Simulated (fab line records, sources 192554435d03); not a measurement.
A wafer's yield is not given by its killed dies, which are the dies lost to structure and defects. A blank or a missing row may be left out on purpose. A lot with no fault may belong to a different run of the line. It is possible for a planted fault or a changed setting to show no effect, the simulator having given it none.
Lot-split experiment    flow n5-finfet    route with 1938 steps; 7 lots, 21 wafers read

SPLIT DETAILS
At N5_DUMMY_GATE_ETCH_32 (etches SiO2 in CF4, target depth 3.5 nm, time 3.9 s), the setting time-s was moved away from the recipe's 3.9 s on 8 of the 21 wafers read, by -14.3% to +20.7%. For the rest of the wafers, this setting stayed at what the recipe calls for.

The reading comes from the split's own step.

THE READING
etch.depth-nm (the simulator's own value, which no gauge read), in nm, at N5_DUMMY_GATE_ETCH_32 (etches SiO2 in CF4, target depth 3.5 nm, time 3.9 s). There is no usual value for it anywhere in the file. Across the 13 wafers here that went through the recipe, the average is 3.463 nm and the standard deviation 0.059 nm.

wafer   tool, chamber at the split  time-s as run, s  against the recipe  etch.depth-nm, nm  against lot-mates on the recipe
L074.2  rie-si-06, 2                4.708             +20.7%              4.276              +0.780
L074.4  rie-si-06, 2                3.9               recipe              3.569              -
L074.5  rie-si-06, 1                3.9               recipe              3.423              -
L079.1  rie-si-02, 1                3.353             -14.0%              3.043              -0.381
L079.2  rie-si-02, 0                3.353             -14.0%              2.999              -0.425
L079.5  rie-si-02, 3                3.9               recipe              3.424              -
L084.4  rie-si-06, 2                4.142             +6.2%               3.748              +0.300
L084.5  rie-si-06, 2                4.142             +6.2%               3.809              +0.361
L084.6  rie-si-06, 1                3.9               recipe              3.448              -
L086.4  rie-si-02, 1                3.9               recipe              3.539              -
L086.5  rie-si-02, 3                3.556             -8.8%               3.159              -0.380
L086.6  rie-si-02, 0                3.556             -8.8%               3.214              -0.325
L089.3  rie-si-01, 1                3.9               recipe              3.463              -
L089.4  rie-si-01, 1                3.9               recipe              3.458              -
L089.6  rie-si-01, 0                3.9               recipe              3.336              -
L093.1  rie-si-06, 2                3.9               recipe              3.533              -
L093.4  rie-si-06, 1                3.9               recipe              3.42               -
L093.5  rie-si-06, 3                3.9               recipe              3.429              -
L096.1  rie-si-06, 0                3.9               recipe              3.483              -
L096.2  rie-si-06, 3                3.341             -14.3%              2.949              -0.541
L096.6  rie-si-06, 0                3.9               recipe              3.497              -

THE FIT
A straight line over all 21 wafers: etch.depth-nm changes by +0.0365 nm for each +1% of time-s; r = +0.98; the points scatter about the line by 0.062 nm.
The same after taking each lot's own level away (the mean of its wafers on the recipe; 21 wafers): +0.0365 nm for each +1%; r = +0.98; scatter 0.063 nm.
Per that fit: largest time-s move, reading shift of 0.76 nm.
The lots' own levels span 3.4190 to 3.5390 nm, that is 2.0 times the standard deviation above.
Consequently the slope shifts little with the lot-to-lot level, the two slopes agreeing.
Check: +0.769 nm against its lot-mates is what the line predicts for one of the wafers moved furthest among these (+20.7%) when that wafer is left out of the fit. It came out at +0.78 nm against them.

ADDITIONAL SPLITS CARRIED BY THESE WAFERS
Other splits were also applied to these wafers ahead of the reading. Each is held against what the fit with the lots' levels taken away leaves over:
other split on the same wafers             wafers away from the commonest value  r with etch.depth-nm (lot level and that fit taken away)
N5_ZERO_LAYER_COAT_05 spin-rpm             10                                    -0.13
N5_ZERO_LAYER_DEVELOP_10 develop-time-s    4                                     +0.20
N5_PMOS_HMC_CHANNEL_EPI_HM_DEP_34 time-s   11                                    -0.12
N5_PMOS_HMC_CHANNEL_EPI_PEB_07 peb-temp-c  2                                     +0.27
N5_DUMMY_GATE_PECVD_30 time-s              8                                     +0.02
N5_DUMMY_GATE_COAT_09 spin-rpm             4                                     +0.38

FILE'S OWN FIT
etch.depth-nm changes by +0.0366 nm for each +1% of time-s, r = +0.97.
